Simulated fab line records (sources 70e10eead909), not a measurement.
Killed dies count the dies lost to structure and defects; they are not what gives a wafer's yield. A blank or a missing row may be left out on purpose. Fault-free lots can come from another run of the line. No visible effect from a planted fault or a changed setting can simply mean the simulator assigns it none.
Matching of chambers :: flow nandHarc :: rieDiel-03 running NHARC_P_GATE_DESCUM_31: 4 sister chambers
The step chemistry O2, time 3 s. 4 wafers are shown with their chamber, then 9 later ones without.

WAFERS PAIRED WITH THEIR CHAMBERS
wafer: L086.4
chamber: 2
showerheadPlenumPTorr (Torr): 2.00

wafer: L087.1
chamber: 1
showerheadPlenumPTorr (Torr): 1.94

wafer: L087.2
chamber: 0
showerheadPlenumPTorr (Torr): 1.92

wafer: L087.4
chamber: 3
showerheadPlenumPTorr (Torr): 1.84

WAFERS WITHOUT THEIR CHAMBER
wafer: L089.1
showerheadPlenumPTorr (Torr): 1.92

wafer: L089.2
showerheadPlenumPTorr (Torr): 1.84

wafer: L089.5
showerheadPlenumPTorr (Torr): 1.84

wafer: L091.2
showerheadPlenumPTorr (Torr): 1.92

wafer: L091.3
showerheadPlenumPTorr (Torr): 2.00

wafer: L091.6
showerheadPlenumPTorr (Torr): 1.92

wafer: L097.1
showerheadPlenumPTorr (Torr): 1.93

wafer: L097.2
showerheadPlenumPTorr (Torr): 2.00

wafer: L097.4
showerheadPlenumPTorr (Torr): 1.92

CHAMBER TAKEN BY EACH
wafer: L089.1
from the rows above: 0
in truth: 0

wafer: L089.2
from the rows above: 3
in truth: 3

wafer: L089.5
from the rows above: 3
in truth: 3

wafer: L091.2
from the rows above: 0
in truth: 0

wafer: L091.3
from the rows above: 2
in truth: 2

wafer: L091.6
from the rows above: 0
in truth: 0

wafer: L097.1
from the rows above: can't be placed: 0 or 1
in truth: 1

wafer: L097.2
from the rows above: 2
in truth: 2

wafer: L097.4
from the rows above: 0
in truth: 0
Placed correctly: 8 of 9. Not placeable from these rows: 1 (in 1, the candidates include the true chamber). Wrongly placed: 0.
How it was worked out, from the rows above alone: a wafer's distance from a chamber is the root of the sum, over the readings, of the square of ((its reading less the chamber's mean) divided by the reading's scatter). The wafer belongs to the nearest chamber; if the next one is less than 2 further off, it can't be placed. For every chamber, the mean is computed from those of its wafers that are shown. The scatter: with one shown wafer a chamber, the root of the mean of the squares of how far each hidden wafer lies from its nearest shown one.
